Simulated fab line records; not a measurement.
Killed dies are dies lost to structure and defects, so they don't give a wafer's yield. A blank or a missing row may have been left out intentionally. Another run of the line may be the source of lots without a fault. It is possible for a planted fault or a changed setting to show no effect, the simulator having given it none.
Which tool was responsible? -- flow nandHarc -- Sampling: 13 lots, 39 wafers, 5 of 1159 route steps

## WHAT THE GAUGES SHOWED, per wafer
NHARC_A_M1_THK_MEAS_24: measures by xrf. Usual: thkNm 154.9 nm, standard deviation 1.5.
lot,measured,on,thkNm (nm),flag
L784,day 17 23:24,filmMetro-01,154.8 154.4 157.7,
L786,day 18 03:44,filmMetro-02,153.8 155.3 151.6,
L785,day 18 04:32,filmMetro-01,157.7 157.6 157.5,
L789,day 18 10:29,filmMetro-01,153.6 153.7 155.5,
L787,day 18 11:08,filmMetro-02,155.2 154.8 154.8,
L788,day 19 05:57,filmMetro-02,156.1 154.0 157.9,
L791,day 19 20:32,filmMetro-01,155.9 156.5 156.3,
L792,day 19 20:50,filmMetro-02,156.7 155.6 154.3,
L798,day 20 21:34,filmMetro-01,155.5 156.4 157.5,
L796,day 21 16:14,filmMetro-02,155.7 156.5 156.6,
L799,day 21 17:13,filmMetro-02,153.3 150.8 153.6,
L804,day 23 10:29,filmMetro-01,152.4 156.7 153.5,
L807,day 23 21:56,filmMetro-02,154.1 155.5 154.0,

NHARC_A_BONDPAD_CD_MEAS_09: target cd 500 nm. Usual: cdNm 499.3 nm, standard deviation 1.8.
lot,measured,on,cdNm (nm),flag
L784,day 18 01:29,cdSem-01,498.7 501.9 499.6,
L786,day 18 05:50,cdSem-03,499.5 498.8 500.3,
L785,day 18 06:40,cdSem-03,499.9 502.8 501.5,
L789,day 18 12:33,cdSem-02,502.5 501.4 501.0,
L787,day 18 13:12,cdSem-03,500.3 501.7 503.1,
L788,day 19 07:56,cdSem-03,497.8 495.6 497.6,
L791,day 19 22:37,cdSem-02,497.2 498.3 499.6,
L792,day 19 23:05,cdSem-01,501.6 500.1 496.9,
L798,day 20 23:43,cdSem-03,499.0 501.7 502.8,
L796,day 21 18:11,cdSem-02,497.4 498.5 501.8,
L799,day 21 19:17,cdSem-01,499.7 498.1 498.3,
L804,day 23 12:34,cdSem-03,497.5 497.9 498.4,
L807,day 24 00:17,cdSem-02,500.8 498.0 500.0,

NHARC_END_SORT_01. Usual: killedAtArray 28, standard deviation 8.6; killedAtOther 0.7, standard deviation 1.2; killedAtPeriphery 3.1, standard deviation 2.3; killedDies 32, standard deviation 8.7; killedOpen 3.2, standard deviation 1.7; killedShort 2.0, standard deviation 1.5.
lot,measured,on,killedAtArray,killedAtOther,killedAtPeriphery,killedDies,killedOpen,killedShort,flag
L798,day 22 04:52,prober-02,112 120 99,1 1 1,2 2 2,115 123 102,4 1 5,2 3 3,OFF
L796,day 23 02:02,prober-02,103 128 129,0 0 0,1 1 1,104 129 130,5 6 4,2 2 4,OFF

## WHAT TOOL EACH LOT RAN ON (gives the tool, then ch and the chambers of the sampled wafers, and finally the start)
lot,NHARC_A_STAIRCASE_ETCH_452,NHARC_A_M1_DEGAS_29
L784,"rieDiel-04 ch 0,1,2, day 11 22:28","pvdSputter-02, day 17 22:00"
L786,"rieDiel-08 ch 2,3, day 12 01:01","pvdSputter-01, day 18 02:20"
L785,"rieDiel-04 ch 0,1,2, day 12 07:40","pvdSputter-03, day 18 02:58"
L789,"rieDiel-04 ch 1,3, day 12 11:28","pvdSputter-02, day 18 09:05"
L787,"rieDiel-12 ch 0,1,2, day 12 11:57","pvdSputter-02, day 18 09:44"
L788,"rieDiel-04 ch 0,1,3, day 12 18:58","pvdSputter-01, day 19 04:32"
L791,"rieDiel-08 ch 0,1,2, day 13 05:14","pvdSputter-01, day 19 19:08"
L792,"rieDiel-12 ch 0,2,3, day 13 07:38","pvdSputter-02, day 19 19:17"
L798,"rieDiel-08 ch 0,1,2, day 15 01:03","pvdSputter-01, day 20 20:12"
L796,"rieDiel-08 ch 2,3, day 15 04:09","pvdSputter-03, day 21 14:50"
L799,"rieDiel-04 ch 0,3, day 15 10:27","pvdSputter-02, day 21 15:40"
L804,"rieDiel-04 ch 1,3, day 16 18:23","pvdSputter-02, day 23 09:05"
L807,"rieDiel-04 ch 0,1,2, day 17 09:24","pvdSputter-01, day 23 20:28"
- NHARC_A_STAIRCASE_ETCH_452: etches the open film in CF4/O2, target depth 30 nm, overetch 3 nm, time 16.5 s.
- NHARC_A_M1_DEGAS_29: time 60 s.

## AS READ BY THE TOOLS THEMSELVES (means over the sampled wafers that have a number; for cases with no such wafer, the mark the record gives instead)
NHARC_A_STAIRCASE_ETCH_452. Usual: biasW 99.98 W, standard deviation 0.29; drypumpMotorCurrentA 5.7 A, standard deviation 0.3; oesProductAu 0.999 a.u., standard deviation 0.0098; rfVppV 198.3 V, standard deviation 1.2; showerheadPlenumPTorr 1.36 Torr, standard deviation 0.042; throttleValvePct 13.397 %, standard deviation 0.0089.
lot,tool,biasW (W),drypumpMotorCurrentA (A),oesProductAu (a.u.),rfVppV (V),showerheadPlenumPTorr (Torr),throttleValvePct (%),flag
L784,rieDiel-04,100.05,5.8,0.998,196.9,1.36,13.397,
L786,rieDiel-08,99.92,6.0,0.998,198.9,1.40,13.390,
L785,rieDiel-04,99.99,5.7,1.002,198.5,1.36,13.395,
L789,rieDiel-04,100.03,5.7,0.998,197.7,1.34,13.392,
L787,rieDiel-12,100.35,5.7,0.989,198.1,1.35,13.390,
L788,rieDiel-04,99.67,5.6,1.008,198.3,1.35,13.394,
L791,rieDiel-08,100.26,5.5,1.006,198.8,1.37,13.398,
L792,rieDiel-12,100.05,5.4,0.994,198.8,1.38,13.404,
L798,rieDiel-08,99.92,5.5,1.009,198.9,1.37,13.402,
L796,rieDiel-08,100.04,6.0,0.998,199.0,1.39,13.401,
L799,rieDiel-04,100.36,5.7,1.002,198.0,1.33,13.401,
L804,rieDiel-04,99.93,5.7,1.004,198.3,1.35,13.398,
L807,rieDiel-04,99.93,5.8,0.985,198.2,1.35,13.406,

NHARC_A_M1_DEGAS_29. Usual: heaterPowerW 340 W, standard deviation 33; susceptorTempC 249.99 C, standard deviation 0.18.
lot,tool,heaterPowerW (W),susceptorTempC (C),flag
L784,pvdSputter-02,343,249.96,
L786,pvdSputter-01,370,250.11,
L785,pvdSputter-03,358,249.87,
L789,pvdSputter-02,341,250.13,
L787,pvdSputter-02,349,-,OFF
L788,pvdSputter-01,335,250.02,
L791,pvdSputter-01,336,249.91,
L792,pvdSputter-02,354,249.93,
L798,pvdSputter-01,337,250.02,
L796,pvdSputter-03,342,250.12,
L799,pvdSputter-02,355,249.87,
L804,pvdSputter-02,361,250.06,
L807,pvdSputter-01,302,250.14,

## THE ANSWER, worked out from the rows above alone
Rule: take the mean of a lot's wafers that have a number; if it is more than 3 standard deviations from the usual mean, the lot is off. A lot without any number at a reading at which 4 lots or more have one is off too. Any other lot the step has rows for is counted as sound. The gauges are gone through in route order, then the tools' own readings, and for those a lot's mean is taken as printed above. At the first step where some lot is off, the reading lying furthest off is the one used; lots without a number count as furthest.
Off, at NHARC_END_SORT_01 on killedAtArray: L798, L796. Neither off nor sound, because the step has no rows for them: L784, L786, L785, L789, L787, L788, L791, L792, L799, L804, L807.
If a tool, at a process step before that reading, ran all the lots that are off and no sound lot after the first of them, it fits. Those tools and the gauges at NHARC_END_SORT_01 are tried in the same way. This does not decide it: 2 tools fit, namely rieDiel-08 at NHARC_A_STAIRCASE_ETCH_452 and prober-02 at NHARC_END_SORT_01.

## WHAT THE SIMULATOR HAD INSERTED
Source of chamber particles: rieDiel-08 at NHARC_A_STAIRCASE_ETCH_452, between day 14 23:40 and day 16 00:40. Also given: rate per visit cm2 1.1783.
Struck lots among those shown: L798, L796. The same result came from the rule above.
